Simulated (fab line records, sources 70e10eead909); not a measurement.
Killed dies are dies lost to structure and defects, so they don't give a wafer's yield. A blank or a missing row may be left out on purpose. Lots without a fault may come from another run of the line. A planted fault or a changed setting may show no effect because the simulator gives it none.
Chamber matching | flow nand_harc | NHARC_A_SLIT_ETCH_29 on rie_diel-04: 4 sister chambers
The step etches the open film in CF4/O2, target depth 100 nm, overetch 10 nm, time 55 s. 14 wafers are shown with their chamber, then 7 later ones without.

WAFERS WITH THEIR CHAMBER
wafer  | chamber | drypump_motor_current_A (A) | oes_product_au (a.u.) | o2_flow_sccm (sccm)
L075.1 | 2       | 5.5                         | 0.999                 | 20.02
L075.2 | 0       | 5.6                         | 1.005                 | 19.99
L075.6 | 3       | 6.4                         | 0.996                 | 19.98
L074.1 | 3       | 6.4                         | 1.008                 | 19.97
L074.2 | 0       | 5.6                         | 1.013                 | 19.96
L074.6 | 3       | 6.4                         | 1.018                 | 19.97
L078.1 | 1       | 6.0                         | 1.000                 | 20.07
L078.2 | 3       | 6.4                         | 1.000                 | 20.16
L078.5 | 2       | 5.5                         | 0.991                 | 19.97
L087.1 | 0       | 5.6                         | 1.003                 | 19.94
L087.3 | 2       | 5.4                         | 0.996                 | 20.07
L087.5 | 2       | 5.4                         | 0.995                 | 19.97
L089.4 | 3       | 6.4                         | 1.000                 | 19.96
L089.5 | 3       | 6.4                         | 1.006                 | 20.02

SIGNATURES (means of the wafers above)
reading                 | chamber 0 | chamber 1 | chamber 2 | chamber 3 | scatter within a chamber
drypump_motor_current_A | 5.600     | 6.000     | 5.450     | 6.400     | 0.0316
oes_product_au          | 1.00700   | 1.00000   | 0.99525   | 1.00467   | 0.00631
o2_flow_sccm            | 19.9633   | 20.0700   | 20.0075   | 20.0100   | 0.0611
Rule: a wafer's distance from a chamber is the root of the sum, over the readings, of the square of ((its reading less the chamber's mean) divided by the reading's scatter). The wafer belongs to the nearest chamber; if the next one is less than 2 further off, it can't be placed. The scatter: the root of (the sum of the squares of (reading less its chamber's mean) over the shown wafers, divided by (wafers less chambers)).

WAFERS WITHOUT THEIR CHAMBER
wafer  | drypump_motor_current_A (A) | oes_product_au (a.u.) | o2_flow_sccm (sccm)
L089.6 | 5.5                         | 0.999                 | 20.04
L092.1 | 6.0                         | 1.000                 | 20.09
L092.3 | 6.4                         | 1.001                 | 20.00
L092.5 | 6.4                         | 1.000                 | 19.92
L095.3 | 5.9                         | 0.996                 | 20.01
L095.5 | 5.6                         | 1.013                 | 20.06
L095.6 | 6.4                         | 1.004                 | 20.00

WHICH CHAMBER EACH WENT THROUGH
wafer  | from the rows above     | in truth
L089.6 | can't be placed: 2 or 0 | 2
L092.1 | 1                       | 1
L092.3 | 3                       | 3
L092.5 | 3                       | 3
L095.3 | 1                       | 1
L095.5 | 0                       | 0
L095.6 | 3                       | 3
Placed correctly: 6 of 7. Can't be placed from these rows: 1 (the true chamber is among the candidates in 1). Placed wrongly: 0.
